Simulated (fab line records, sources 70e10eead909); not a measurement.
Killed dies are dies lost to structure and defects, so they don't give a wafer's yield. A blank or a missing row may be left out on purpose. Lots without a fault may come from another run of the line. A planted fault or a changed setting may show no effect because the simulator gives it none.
Chamber matching | flow nand_harc | NHARC_A_STAIRCASE_DESCUM_270 on rie_diel-13: 4 sister chambers
The step chemistry O2, time 3 s. 4 wafers are shown with their chamber, then 9 later ones without.

WAFERS WITH THEIR CHAMBER
wafer  | chamber | drypump_motor_current_A (A)
L084.5 | 2       | 5.8
L087.2 | 1       | 5.2
L087.3 | 0       | 6.4
L087.4 | 3       | 5.0

WAFERS WITHOUT THEIR CHAMBER
wafer  | drypump_motor_current_A (A)
L090.4 | 5.7
L090.5 | 6.4
L090.6 | 5.2
L093.1 | 5.0
L093.5 | 6.4
L093.6 | 5.0
L097.1 | 5.0
L097.2 | 5.7
L097.6 | 5.2

WHICH CHAMBER EACH WENT THROUGH
wafer  | from the rows above | in truth
L090.4 | 2                   | 2
L090.5 | 0                   | 0
L090.6 | 1                   | 1
L093.1 | 3                   | 3
L093.5 | 0                   | 0
L093.6 | 3                   | 3
L097.1 | 3                   | 3
L097.2 | 2                   | 2
L097.6 | 1                   | 1
Placed correctly: 9 of 9. Can't be placed from these rows: 0. Placed wrongly: 0.
How it was worked out, from the rows above alone: a wafer's distance from a chamber is the root of the sum, over the readings, of the square of ((its reading less the chamber's mean) divided by the reading's scatter). The wafer belongs to the nearest chamber; if the next one is less than 2 further off, it can't be placed. A chamber's mean is the mean of its shown wafers. The scatter: with one shown wafer a chamber, the root of the mean of the squares of how far each hidden wafer lies from its nearest shown one.
